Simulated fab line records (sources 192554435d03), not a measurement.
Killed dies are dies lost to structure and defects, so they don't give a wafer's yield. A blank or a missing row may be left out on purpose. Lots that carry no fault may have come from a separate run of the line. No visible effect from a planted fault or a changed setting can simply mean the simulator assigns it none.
Matching of chambers :: flow n5Finfet :: N5_SDB_ALD_29 on aldSin-03 has 4 sister chambers
The step deposits SiNx, target thk 30 nm, pulse time 1 s, ald cycles 600. 16 wafers are shown with their chamber, then 8 later ones without.

WAFERS WITH THEIR CHAMBER
wafer: L075.3
chamber: 0
heaterPowerOuterW (W): 485
heaterPowerW (W): 739
precursorPulseHeightRel: 0.987

wafer: L075.4
chamber: 3
heaterPowerOuterW (W): 510
heaterPowerW (W): 830
precursorPulseHeightRel: 1.000

wafer: L075.6
chamber: 3
heaterPowerOuterW (W): 518
heaterPowerW (W): 828
precursorPulseHeightRel: 0.963

wafer: L076.1
chamber: 0
heaterPowerOuterW (W): 483
heaterPowerW (W): 733
precursorPulseHeightRel: 1.008

wafer: L076.3
chamber: 3
heaterPowerOuterW (W): 519
heaterPowerW (W): 816
precursorPulseHeightRel: 1.015

wafer: L076.6
chamber: 1
heaterPowerOuterW (W): 433
heaterPowerW (W): 744
precursorPulseHeightRel: 0.999

wafer: L077.1
chamber: 1
heaterPowerOuterW (W): 432
heaterPowerW (W): 766
precursorPulseHeightRel: 1.008

wafer: L077.3
chamber: 0
heaterPowerOuterW (W): 485
heaterPowerW (W): 727
precursorPulseHeightRel: 0.999

wafer: L077.5
chamber: 3
heaterPowerOuterW (W): 533
heaterPowerW (W): 806
precursorPulseHeightRel: 1.010

wafer: L079.3
chamber: 0
heaterPowerOuterW (W): 471
heaterPowerW (W): 728
precursorPulseHeightRel: 1.006

wafer: L079.4
chamber: 3
heaterPowerOuterW (W): 509
heaterPowerW (W): 819
precursorPulseHeightRel: 0.991

wafer: L079.6
chamber: 0
heaterPowerOuterW (W): 476
heaterPowerW (W): 738
precursorPulseHeightRel: 1.010

wafer: L082.2
chamber: 0
heaterPowerOuterW (W): 474
heaterPowerW (W): 738
precursorPulseHeightRel: 0.992

wafer: L082.4
chamber: 2
heaterPowerOuterW (W): 524
heaterPowerW (W): 875
precursorPulseHeightRel: 1.032

wafer: L082.6
chamber: 0
heaterPowerOuterW (W): 485
heaterPowerW (W): 722
precursorPulseHeightRel: 1.004

wafer: L084.1
chamber: 0
heaterPowerOuterW (W): 471
heaterPowerW (W): 735
precursorPulseHeightRel: 1.017

SIGNATURES (averages over the wafers above)
reading: heaterPowerOuterW
chamber 0: 478.75
chamber 1: 432.50
chamber 2: 524.00
chamber 3: 517.80
scatter within a chamber: 7.4

reading: heaterPowerW
chamber 0: 732.50
chamber 1: 755.00
chamber 2: 875.00
chamber 3: 819.80
scatter within a chamber: 8.61

reading: precursorPulseHeightRel
chamber 0: 1.00287
chamber 1: 1.00350
chamber 2: 1.03200
chamber 3: 0.99580
scatter within a chamber: 0.0141
Rule: distance of a wafer from a chamber = root of the sum over the readings of ((wafer's reading minus chamber's mean) / reading's scatter) squared. If the next closest chamber is less than 2 further off than the closest, the wafer can't be placed; otherwise it belongs to the closest. The scatter: take each reading less its chamber's mean, square it, sum over the shown wafers, divide by the number of wafers less the number of chambers, and take the root.

WAFERS WITHOUT THEIR CHAMBER
wafer: L084.3
heaterPowerOuterW (W): 507
heaterPowerW (W): 826
precursorPulseHeightRel: 1.001

wafer: L084.4
heaterPowerOuterW (W): 476
heaterPowerW (W): 725
precursorPulseHeightRel: 1.021

wafer: L089.2
heaterPowerOuterW (W): 484
heaterPowerW (W): 737
precursorPulseHeightRel: 0.995

wafer: L089.4
heaterPowerOuterW (W): 444
heaterPowerW (W): 744
precursorPulseHeightRel: 1.021

wafer: L089.6
heaterPowerOuterW (W): 519
heaterPowerW (W): 831
precursorPulseHeightRel: 0.999

wafer: L090.1
heaterPowerOuterW (W): 426
heaterPowerW (W): 743
precursorPulseHeightRel: 1.039

wafer: L090.5
heaterPowerOuterW (W): 438
heaterPowerW (W): 748
precursorPulseHeightRel: 1.006

wafer: L090.6
heaterPowerOuterW (W): 518
heaterPowerW (W): 818
precursorPulseHeightRel: 1.009

THE CHAMBER EACH PASSED THROUGH
wafer: L084.3
from the rows above: 3
in truth: 3

wafer: L084.4
from the rows above: 0
in truth: 0

wafer: L089.2
from the rows above: 0
in truth: 0

wafer: L089.4
from the rows above: 1
in truth: 1

wafer: L089.6
from the rows above: 3
in truth: 3

wafer: L090.1
from the rows above: 1
in truth: 1

wafer: L090.5
from the rows above: 1
in truth: 1

wafer: L090.6
from the rows above: 3
in truth: 3
8 of 8 placed correctly. Number that these rows cannot place: 0. 0 placed wrongly.
